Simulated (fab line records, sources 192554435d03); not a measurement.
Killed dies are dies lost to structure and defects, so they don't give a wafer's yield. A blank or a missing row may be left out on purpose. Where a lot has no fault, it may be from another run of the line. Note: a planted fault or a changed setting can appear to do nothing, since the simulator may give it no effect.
fab line records	flow n5Finfet
record: lots: 10	wafers: 29	lastDay: 17
route steps=1938 shown BEOL_M3@966 BEOL_M4@1111 PASSIVATION@1936
lots with no fault: from the same line, run without faults
startH: hours from the record's opening day to when the first of the lot's shown wafers began	waitH: hours since the lot's step before	" as in the row above	L1.1+2: a row that stands for several wafers	- no value, or no start was given	* or withheld: withheld	< > ~ a bound
route shown NAME@n: a module of which the file shows steps, and the number in the route of the first	usual: mean/standard deviation taken from wafers without a fault	same: alike in all rows	chamber/n: place in a boat	sites: the reading at each site	_std_site: how widely they spread, as a standard deviation	_edge_site: the outer-site mean with the inner-site mean subtracted	radiusMm: for every site, how far away it sits from the centre of the wafer	mask NAME#n: copy n	behind: the last tool/chamber to shape the wafer	hold: reason for holding the lot/hours on hold/outcome of the hold	device: transistor that didn't switch, given as n, p or np	end of line: the tests these same wafers got at the end of their route	where a step has no rows: the recipe by itself	killed: the dies lost at the first sort to structure and to defects; this is not the yield of the wafer	map: a wafer's dies, x killed, . not, _ none there
set.NAME: the setting as run; set.NAME@STEP: as run at that earlier step	model.NAME: the simulator's own value behind a step, which no gauge read
one table for each step of the route and one row for each wafer, over a sample of lots
services: when a tool's chamber went out of use (startH, in hours from the record's first day, below 0 if earlier), for how many hours, and the reason
== steps ==
step: N5_BEOL_M3_CD_MEAS_28
recipe: targetCdNm: 25.7	landingEnergyEv: 500	detector: seInlens	targetCdYNm: 23.3	polarity: opening
usual: cdNm: 25.66/0.24
lot.wafer	tool	chamber	startH	waitH	cdNm
L759.2	cdSem-02	0	152.83	-	25.43
L759.3	"	0	"	"	25.70
L759.6	"	0	"	"	25.79
L764.2	cdSem-01	0	176.91	-	25.77
L764.3	"	0	"	"	25.68
L764.6	"	0	"	"	25.46
L769.1	cdSem-03	0	219.21	-	25.46
L769.4	"	0	"	"	25.77
L769.5	"	0	"	"	25.88
L772.2	cdSem-01	0	225.35	-	26.06
L772.4	"	0	"	"	25.91
L772.6	"	0	"	"	26.14
L773.2	cdSem-02	0	228.38	-	25.62
L773.3	"	0	"	"	25.50
L773.6	"	0	"	"	25.74
L775.1	cdSem-02	0	252.49	-	25.78
L775.2	"	0	"	"	25.97
L778.4	cdSem-01	0	266.81	-	25.78
L778.5	"	0	"	"	25.98
L778.6	"	0	"	"	25.43
L779.2	cdSem-03	0	276.24	-	25.85
L779.3	"	0	"	"	25.50
L779.5	"	0	"	"	26.17
L780.1	cdSem-03	0	277.99	-	25.82
L780.2	"	0	"	"	26.08
L780.3	"	0	"	"	25.49
L781.3	cdSem-02	0	283.58	-	25.51
L781.4	"	0	"	"	25.83
L781.6	"	0	"	"	25.74
step: N5_BEOL_M3_OVL_MEAS_29
recipe: pointsPerWafer: 522
usual: V2_OVL: 0.3/0.84
lot.wafer	tool	chamber	startH	waitH	V2_OVL[nm]
L759.2	overlay-01	0	152.86	0.0	-1.7
L759.3	"	0	"	"	0.0
L759.6	"	0	"	"	-1.2
L764.2	overlay-01	0	176.94	0.0	0.2
L764.3	"	0	"	"	1.1
L764.6	"	0	"	"	0.1
L769.1	overlay-02	0	219.24	0.0	1.7
L769.4	"	0	"	"	-0.6
L769.5	"	0	"	"	0.1
L772.2	overlay-01	0	225.39	0.0	0.3
L772.4	"	0	"	"	0.4
L772.6	"	0	"	"	0.0
L773.2	overlay-02	0	228.41	0.0	1.2
L773.3	"	0	"	"	-0.9
L773.6	"	0	"	"	-0.1
L775.1	overlay-02	0	252.52	0.0	0.3
L775.2	"	0	"	"	-0.1
L778.4	overlay-01	0	266.86	0.0	0.6
L778.5	"	0	"	"	0.0
L778.6	"	0	"	"	0.8
L779.2	overlay-02	0	276.28	0.0	0.2
L779.3	"	0	"	"	-0.4
L779.5	"	0	"	"	0.9
L780.1	overlay-02	0	278.02	0.0	0.5
L780.2	"	0	"	"	0.3
L780.3	"	0	"	"	0.1
L781.3	overlay-02	0	283.62	0.0	0.1
L781.4	"	0	"	"	0.6
L781.6	"	0	"	"	1.2
step: N5_BEOL_M3_ETCH_70
recipe: chemistry: N2/H2	target: SOC	targetDepthA: 800	overetchA: 160	maskMaterial: SiARC	tempC: 40	timeS: 120	ionEnergyEv: 200	pressureMtorr: 30	sourceW: 840	biasW: 150	n2FlowSccm: 200	h2FlowSccm: 200
usual: drypumpMotorCurrentA: 5.7/0.31	oesProductAu: 0.59/0.061	rfFwdPowerW: 836/3	rfVppV: 524.3/2.5	showerheadPlenumPTorr: 2.56/0.094	throttleValvePct: 17.91/0.19
lot.wafer	tool	chamber	startH	waitH	drypumpMotorCurrentA	oesProductAu	rfFwdPowerW	rfHoursCounterH	rfVppV	showerheadPlenumPTorr	throttleValvePct
L759.2	rieDiel-05	1	156.46	0.0	5.8	0.57	835	153	524.3	2.53	17.48
L759.3	"	2	"	"	5.6	0.66	840	49	525.3	2.58	17.62
L759.6	"	3	"	"	6.1	0.72	837	-	528.2	2.71	17.89
L764.2	rieDiel-03	1	178.59	0.0	6.2	0.54	636	191	570.4	2.43	18.03
L764.3	"	0	"	"	5.4	0.54	839	199	523.8	2.53	18.11
L764.6	"	2	"	"	5.5	0.70	833	-	527.2	2.72	17.61
L769.1	rieDiel-06	1	225.62	0.0	5.9	0.56	836	184	525.8	2.64	17.96
L769.4	"	2	"	"	5.5	0.53	832	222	525.3	2.53	17.90
L769.5	"	2	"	"	5.5	0.53	833	-	522.4	2.53	17.88
L772.2	rieDiel-06	3	229.09	0.0	5.8	0.67	837	52	524.7	2.59	17.99
L772.4	"	1	"	"	5.9	0.55	832	186	526.4	2.64	17.97
L772.6	"	2	"	"	5.5	0.53	837	-	523.2	2.52	17.89
L773.2	rieDiel-05	0	229.21	0.0	5.9	0.56	837	163	523.0	2.43	17.93
L773.3	"	3	"	"	6.1	0.67	836	30	528.6	2.70	17.96
L773.6	"	0	"	"	5.8	0.57	840	-	520.6	2.43	17.94
L775.1	rieDiel-03	2	261.14	0.0	5.5	0.68	842	20	528.3	2.71	17.62
L775.2	"	3	"	"	5.2	0.56	834	207	523.0	2.52	18.06
L778.4	rieDiel-03	1	267.88	0.0	6.2	0.52	831	221	520.1	2.41	18.11
L778.5	"	3	"	"	5.3	0.55	833	-	522.8	2.52	18.06
L778.6	"	0	"	"	5.4	0.54	840	-	522.7	2.51	18.14
L779.2	rieDiel-03	2	276.88	0.0	5.5	0.67	837	25	528.3	2.71	17.65
L779.3	"	1	"	"	6.2	0.53	832	224	520.8	2.41	18.09
L779.5	"	1	"	"	6.2	0.52	838	-	520.1	2.41	18.09
L780.1	rieDiel-03	2	281.99	0.0	5.6	0.66	838	27	528.4	2.71	17.64
L780.2	"	1	"	"	6.2	0.52	833	226	520.6	2.41	18.10
L780.3	"	3	"	"	5.2	0.55	839	214	523.9	2.52	18.08
L781.3	rieDiel-03	2	285.20	0.0	5.5	0.66	835	28	528.4	2.71	17.63
L781.4	"	3	"	"	5.2	0.55	834	215	523.3	2.52	18.07
L781.6	"	2	"	"	5.5	0.67	836	-	527.1	2.71	17.64
step: N5_BEOL_M3_OCD_MEAS_38
usual: trenchDepthNm: 55.6/1.1
lot.wafer	tool	chamber	startH	waitH	trenchDepthNm
L759.2	ocd-01	-	156.81	-	55.4
L759.3	"	-	"	"	57.0
L759.6	"	-	"	"	56.2
L764.2	ocd-02	-	178.95	-	56.0
L764.3	"	-	"	"	55.0
L764.6	"	-	"	"	56.1
L769.1	ocd-01	-	225.98	-	53.7
L769.4	"	-	"	"	54.0
L769.5	"	-	"	"	54.2
L772.2	ocd-01	-	229.44	-	56.8
L772.4	"	-	"	"	53.6
L772.6	"	-	"	"	54.7
L773.2	ocd-02	-	229.57	-	57.3
L773.3	"	-	"	"	54.8
L773.6	"	-	"	"	57.7
L775.1	ocd-01	-	261.49	-	55.2
L775.2	"	-	"	"	56.2
L778.4	ocd-02	-	268.24	-	56.3
L778.5	"	-	"	"	56.2
L778.6	"	-	"	"	55.5
L779.2	ocd-02	-	277.23	-	56.7
L779.3	"	-	"	"	56.4
L779.5	"	-	"	"	56.4
L780.1	ocd-01	-	282.34	-	55.5
L780.2	"	-	"	"	56.2
L780.3	"	-	"	"	56.2
L781.3	ocd-02	-	285.56	-	55.8
L781.4	"	-	"	"	56.6
L781.6	"	-	"	"	55.4
step: N5_BEOL_M4_RC_MEAS_101
usual: DIBL_N: 36.6/2.1	DIBL_P: 36.3/2.2	IOFF_N: 0.16/0.036	IOFF_P: 0.21/0.038	ION_N: 671/12	ION_P: 460/7.5	SS_N: 71.8/0.72	SS_P: 73.3/0.72	VT_N: 250/3.2	VT_P: -250/3.5
lot.wafer	tool	chamber	startH	waitH	DIBL_N[mV/V]	DIBL_P[mV/V]	IOFF_N[nA/um]	IOFF_P[nA/um]	ION_N[uA/um]	ION_P[uA/um]	SS_N[mV/dec]	SS_P[mV/dec]	VT_N[mV]	VT_P[mV]
L759.2	prober-01	0	171.84	0.2	39.8	37.1	0.20	0.26	678	469	72.1	73.7	249	-245
L759.3	"	0	"	"	37.9	35.5	0.17	0.24	679	473	71.9	73.5	247	-246
L759.6	"	0	"	"	39.4	36.5	0.19	0.25	666	460	72.7	73.9	247	-246
L764.2	prober-01	0	196.20	0.2	38.5	37.8	0.21	0.25	682	463	72.4	73.7	245	-249
L764.3	"	0	"	"	38.6	37.6	0.19	0.24	673	457	72.1	74.1	249	-250
L764.6	"	0	"	"	39.4	37.8	0.20	0.25	678	463	73.1	74.3	249	-248
L769.1	prober-02	0	242.64	0.1	38.5	40.2	0.19	0.22	668	455	71.9	73.7	248	-253
L769.4	"	0	"	"	32.7	32.7	0.10	0.13	649	448	70.5	71.0	256	-255
L769.5	"	0	"	"	37.1	37.2	0.17	0.18	660	448	72.6	72.8	251	-255
L772.2	prober-01	0	243.35	0.7	34.3	34.3	0.13	0.17	644	444	72.1	73.3	256	-256
L772.4	"	0	"	"	35.9	36.8	0.16	0.21	667	463	71.9	72.9	250	-252
L772.6	"	0	"	"	36.2	37.5	0.17	0.22	673	458	72.4	73.7	246	-251
L773.2	prober-02	0	247.75	0.2	36.7	37.9	0.18	0.20	693	467	71.2	73.5	249	-253
L773.3	"	0	"	"	36.1	37.2	0.16	0.19	675	455	70.8	73.3	250	-253
L773.6	"	0	"	"	38.2	38.9	0.19	0.22	673	460	72.4	73.5	251	-248
L775.1	prober-02	0	272.36	0.0	32.8	32.3	0.12	0.17	668	464	70.8	73.3	254	-250
L775.2	"	0	"	"	33.8	34.7	0.15	0.21	684	470	71.4	73.4	248	-248
L778.4	prober-02	0	283.35	0.5	37.9	37.7	0.18	0.22	672	451	71.8	73.7	250	-253
L778.5	"	0	"	"	35.5	35.2	0.14	0.19	667	457	71.7	72.5	254	-254
L778.6	"	0	"	"	36.4	36.9	0.16	0.22	682	462	71.6	73.5	249	-251
L779.2	prober-01	0	290.95	0.2	37.2	35.3	0.16	0.24	658	456	72.2	73.5	251	-246
L779.3	"	0	"	"	33.6	32.8	0.12	0.21	666	468	70.6	72.2	255	-249
L779.5	"	0	"	"	34.7	33.9	0.14	0.21	667	469	70.3	72.7	247	-246
L780.1	prober-01	0	299.79	0.0	36.2	34.9	0.14	0.17	672	461	71.9	72.5	251	-255
L780.2	"	0	"	"	36.7	35.4	0.14	0.19	673	463	71.5	73.0	250	-253
L780.3	"	0	"	"	34.0	31.1	0.10	0.13	659	451	70.7	71.5	254	-258
L781.3	prober-02	0	300.27	0.3	35.4	34.1	0.15	0.20	671	462	70.7	73.4	250	-248
L781.4	"	0	"	"	36.7	37.2	0.17	0.27	686	478	71.8	73.5	247	-245
L781.6	"	0	"	"	36.5	36.3	0.16	0.23	678	467	71.5	74.0	249	-246
step: N5_PASSIVATION_PROBE_49
usual: defectLimitedYield: 91.1/1.4	killed_at_M0_to_M3: 33/9.1	killed_at_M4_up: 14/5.6	killedAtContacts: 13/5.7	killedAtFrontEnd: 42/12	killedAtOther: 4/3	killedDies: 105/16	killedOpen: 69/11	killedShort: 34/7.5	sort_bin_5_function: 5.2/0.91	sort_bin_6_memory: 3.3/0.64	sort_bin_8_speed: 0.0/0.37	sortNPass: 1075/16	sortYieldPct: 91.1/1.4
same: grossDies: 1180	killedAtBackSide: 0	sort_bin_4_leakage[%]: 0
lot.wafer	tool	chamber	startH	waitH	defectLimitedYield[%]	killed_at_M0_to_M3	killed_at_M4_up	killedAtContacts	killedAtFrontEnd	killedAtOther	killedDies	killedOpen	killedShort	sort_bin_5_function[%]	sort_bin_6_memory[%]	sort_bin_8_speed[%]	sortNPass	sortYieldPct[%]
L769.1	prober-01	-	340.73	0.0	90.8	24	21	9	53	2	109	80	28	4.7	4.2	0	1071	90.8
L769.4	prober-01	-	340.88	0.2	92.4	17	12	16	44	1	90	65	22	4.0	3.3	0	1090	92.4
L769.5	prober-01	-	340.93	0.2	91.0	26	12	10	54	4	106	72	32	4.9	3.8	0	1074	91.0
L772.6	prober-01	-	344.95	0.3	88.7	24	17	28	62	2	133	95	37	7.1	3.8	0	1047	88.7
L773.2	prober-02	-	346.04	0.1	90.8	27	26	3	51	1	108	77	30	5.3	3.6	0	1072	90.8
L773.3	prober-02	-	346.09	0.1	91.7	38	13	15	31	1	98	66	31	5.3	2.8	0	1082	91.7
L773.6	prober-02	-	346.24	0.3	92.2	27	20	10	35	0	92	69	21	4.1	3.6	0	1088	92.2
L775.1	prober-01	-	368.26	0.0	95.0	27	9	1	18	4	59	31	27	3.5	1.4	0	1121	95.0
L775.2	prober-01	-	368.31	0.1	93.1	25	12	4	33	8	82	63	19	3.7	3.1	0	1098	93.1
L778.4	prober-01	-	382.69	0.2	91.3	25	21	8	47	2	103	59	42	4.5	3.5	0	1077	91.3
L778.5	prober-01	-	382.74	0.2	90.9	30	16	11	50	0	107	62	42	5.8	3.1	0	1073	90.9
L778.6	prober-01	-	382.79	0.3	90.2	45	14	15	41	1	116	73	38	5.6	4.0	0	1064	90.2
L779.2	prober-02	-	390.10	0.1	91.4	29	18	7	46	2	102	66	36	4.7	3.6	0	1078	91.4
L779.3	prober-02	-	390.15	0.1	92.5	41	6	10	31	1	89	51	37	4.4	2.9	0	1091	92.5
L779.5	prober-02	-	390.25	0.2	90.7	37	11	9	48	5	110	65	44	5.8	3.2	0	1070	90.7
L781.3	prober-01	-	410.74	0.1	89.2	23	13	17	65	10	128	79	42	6.4	3.9	0	1052	89.2
L781.4	prober-01	-	410.79	0.2	90.7	31	8	17	48	6	110	67	39	5.1	3.6	0	1070	90.7
L781.6	prober-01	-	410.89	0.3	91.0	31	9	12	50	4	106	65	37	4.9	3.8	0	1074	91.0
L780.1	prober-02	-	411.58	0.0	89.7	40	14	16	40	11	121	79	40	6.7	3.4	0	1059	89.7
L780.2	prober-02	-	411.63	0.1	89.0	42	24	15	45	4	130	97	33	5.5	5.1	0	1050	89.0
L780.3	prober-02	-	411.68	0.1	91.9	28	12	13	36	6	95	67	26	4.5	3.1	0	1085	91.9
killed by level:class
L769.1 FIN_SAQP:geometricParticle:open=15 BEOL_M4:geometricParticle:open=11 BEOL_M3:geometricParticle:open=10 STI_FIN_REVEAL:geometricParticle:open=9 GATE_CUT:geometricParticle:open=7 MOL_CONTACT_COAG:geometricParticle:open=7 FIN_SAQP:geometricParticle:short=5 DUMMY_GATE:geometricParticle:open=5
L769.4 MOL_CONTACT_COAG:geometricParticle:open=13 FIN_SAQP:geometricParticle:open=12 STI_FIN_REVEAL:geometricParticle:open=12 BEOL_M3:geometricParticle:open=5 FIN_SAQP:geometricParticle:short=4 BEOL_M1:geometricParticle:open=4 BEOL_M1:geometricParticle:short=4 STI_FIN_REVEAL:geometricParticle:short=3
L769.5 STI_FIN_REVEAL:geometricParticle:open=15 FIN_SAQP:geometricParticle:short=9 MOL_CONTACT_COAG:geometricParticle:open=9 BEOL_M3:geometricParticle:open=8 FIN_SAQP:geometricParticle:open=7 STI_FIN_REVEAL:geometricParticle:short=6 BEOL_M1:geometricParticle:open=6 BEOL_M4:geometricParticle:open=5
L772.6 STI_FIN_REVEAL:geometricParticle:open=23 MOL_CONTACT_COAG:geometricParticle:open=20 FIN_SAQP:geometricParticle:short=13 BEOL_M4:geometricParticle:open=10 FIN_SAQP:geometricParticle:open=9 MOL_CONTACT_COAG:geometricParticle:short=8 BEOL_M3:geometricParticle:open=7 BEOL_M0_SAQP:geometricParticle:open=7
L773.2 STI_FIN_REVEAL:geometricParticle:open=18 BEOL_M2:geometricParticle:open=10 BEOL_M4:geometricParticle:open=10 FIN_SAQP:geometricParticle:short=6 FIN_SAQP:geometricParticle:open=6 GATE_CUT:geometricParticle:short=6 BEOL_M0_SAQP:geometricParticle:short=5 BEOL_M0_SAQP:geometricParticle:open=5
L773.3 MOL_CONTACT_COAG:geometricParticle:open=12 BEOL_M0_SAQP:geometricParticle:short=10 BEOL_M0_SAQP:geometricParticle:open=8 GATE_CUT:geometricParticle:short=5 BEOL_M1:geometricParticle:open=5 BEOL_M6:geometricParticle:open=5 FIN_SAQP:geometricParticle:short=4 STI_FIN_REVEAL:geometricParticle:open=4
L773.6 STI_FIN_REVEAL:geometricParticle:open=20 MOL_CONTACT_COAG:geometricParticle:open=9 BEOL_M4:geometricParticle:open=8 BEOL_M3:geometricParticle:open=5 BEOL_M0_SAQP:geometricParticle:open=5 BEOL_M5:geometricParticle:open=5 STI_FIN_REVEAL:geometricParticle:short=4 BEOL_M0:geometricParticle:open=4
L775.1 BEOL_M0_SAQP:geometricParticle:short=7 BEOL_M3:geometricParticle:open=7 FIN_SAQP:geometricParticle:short=6 BEOL_M1:geometricParticle:open=4 FIN_SAQP:geometricParticle:open=2 ILD0:geometricParticle:open=2 GATE_CUT:geometricParticle:open=2 BEOL_M1:geometricParticle:short=2
L775.2 STI_FIN_REVEAL:geometricParticle:open=13 BEOL_M1:geometricParticle:open=12 BEOL_M5:geometricParticle:open=5 BEOL_M0_SAQP:geometricParticle:open=5 FIN_CUT:geometricParticle:short=3 GATE_CUT:geometricParticle:open=3 MOL_CONTACT_COAG:geometricParticle:open=3 BEOL_M3:geometricParticle:open=3
L778.4 STI_FIN_REVEAL:geometricParticle:open=12 BEOL_M4:geometricParticle:open=10 FIN_SAQP:geometricParticle:short=9 MOL_CONTACT_COAG:geometricParticle:open=7 BEOL_M3:geometricParticle:open=7 FIN_SAQP:geometricParticle:open=5 ILD0:geometricParticle:short=5 GATE_CUT:geometricParticle:short=5
L778.5 FIN_SAQP:geometricParticle:short=9 STI_FIN_REVEAL:geometricParticle:open=9 MOL_CONTACT_COAG:geometricParticle:open=8 BEOL_M4:geometricParticle:short=7 STARTING-WAFER:geometricParticle:open=7 BEOL_M0_SAQP:geometricParticle:short=6 GATE_CUT:geometricParticle:short=6 BEOL_M2:geometricParticle:open=6
L778.6 MOL_CONTACT_COAG:geometricParticle:open=13 STI_FIN_REVEAL:geometricParticle:open=12 BEOL_M0_SAQP:geometricParticle:open=12 BEOL_M0_SAQP:geometricParticle:short=11 GATE_CUT:geometricParticle:short=6 BEOL_M3:geometricParticle:open=6 FIN_SAQP:geometricParticle:open=4 DUMMY_GATE:geometricParticle:open=4
L779.2 BEOL_M1:geometricParticle:open=13 GATE_CUT:geometricParticle:short=10 BEOL_M4:geometricParticle:open=8 BEOL_M2:geometricParticle:open=7 GATE_CUT:geometricParticle:open=6 MOL_CONTACT_COAG:geometricParticle:open=6 STI_FIN_REVEAL:geometricParticle:open=5 STI_FIN_REVEAL:geometricParticle:short=5
L779.3 BEOL_M0_SAQP:geometricParticle:short=10 BEOL_M0_SAQP:geometricParticle:open=9 BEOL_M1:geometricParticle:open=8 BEOL_M3:geometricParticle:open=6 FIN_SAQP:geometricParticle:short=5 MOL_CONTACT_COAG:geometricParticle:open=5 MOL_CONTACT_COAG:geometricParticle:short=4 FIN_SAQP:geometricParticle:open=3
L779.5 FIN_SAQP:geometricParticle:short=10 MOL_CONTACT_COAG:geometricParticle:open=9 BEOL_M0_SAQP:geometricParticle:short=8 BEOL_M3:geometricParticle:open=8 FIN_SAQP:geometricParticle:open=6 ILD0:geometricParticle:open=6 GATE_CUT:geometricParticle:open=5 BEOL_M0_SAQP:geometricParticle:open=5
L781.3 STI_FIN_REVEAL:geometricParticle:open=17 FIN_SAQP:geometricParticle:short=16 FIN_SAQP:geometricParticle:open=13 MOL_CONTACT_COAG:geometricParticle:open=13 BEOL_M4:geometricParticle:open=7 MIM_TOP:geometricParticle:open=5 STI_FIN_REVEAL:geometricParticle:short=4 BEOL_M3:geometricParticle:open=4
L781.4 MOL_CONTACT_COAG:geometricParticle:open=12 FIN_SAQP:geometricParticle:open=10 FIN_SAQP:geometricParticle:short=9 STI_FIN_REVEAL:geometricParticle:open=9 BEOL_M0_SAQP:geometricParticle:open=6 BEOL_M2:geometricParticle:short=5 ILD0:geometricParticle:short=5 BEOL_M1:geometricParticle:open=5
L781.6 FIN_SAQP:geometricParticle:open=14 FIN_SAQP:geometricParticle:short=12 MOL_CONTACT_COAG:geometricParticle:open=10 BEOL_M1:geometricParticle:open=8 BEOL_M2:geometricParticle:open=6 STI_FIN_REVEAL:geometricParticle:open=5 STI_FIN_REVEAL:geometricParticle:short=4 BEOL_M4:geometricParticle:open=4
L780.1 STI_FIN_REVEAL:geometricParticle:open=15 BEOL_M1:geometricParticle:open=15 MOL_CONTACT_COAG:geometricParticle:open=13 BEOL_M0_SAQP:geometricParticle:short=11 MIM_TOP_ETCH:geometricParticle:short=7 FIN_SAQP:geometricParticle:short=6 BEOL_M4:geometricParticle:open=6 STARTING-WAFER:geometricParticle:open=6
L780.2 STI_FIN_REVEAL:geometricParticle:open=22 BEOL_M0_SAQP:geometricParticle:open=17 BEOL_M4:geometricParticle:open=13 MOL_CONTACT_COAG:geometricParticle:open=10 BEOL_M3:geometricParticle:open=8 BEOL_M0_SAQP:geometricParticle:short=6 MOL_CONTACT_COAG:geometricParticle:short=5 FIN_SAQP:geometricParticle:open=4
L780.3 STI_FIN_REVEAL:geometricParticle:open=13 MOL_CONTACT_COAG:geometricParticle:open=9 BEOL_M0_SAQP:geometricParticle:open=9 BEOL_M4:geometricParticle:open=6 BEOL_M0_SAQP:geometricParticle:short=6 BEOL_M1:geometricParticle:open=6 BEOL_M2:geometricParticle:open=5 STI_FIN_REVEAL:geometricParticle:short=4
== services ==
tool	chamber	startH	hours	kind
rieDiel-05	2	147.57	7.4	repair
rieDiel-03	2	214.25	38.8	repair
rieDiel-06	0	270.40	9.1	repair
rieDiel-05	2	270.47	12.0	repair
== key ==
firstSign: step: N5_BEOL_M3_ETCH_70	reading: rfFwdPowerW	direction: down	sigmas: 66	usual: *	struck: *
effect: step: N5_BEOL_M3_ETCH_70	reading: rfVppV	direction: up	sigmas: 18	usual: 524.3	struck: 570.4
metAt N5_BEOL_M3_ETCH_70
struckLots L764
struckWafers L764.2
notActingAt N5_BEOL_M3_CD_MEAS_28,N5_BEOL_M3_OVL_MEAS_29,N5_BEOL_M3_OCD_MEAS_38
fault: kind: processParameterDrift	tool: rieDiel-03	chamber: 1	onsetH: 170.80	steps: N5_BEOL_M3_ETCH_70	channel: sourceW	offset: -201.6	shape: step	endH: 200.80	actsIn: theseRecipesOnly	stated: 840
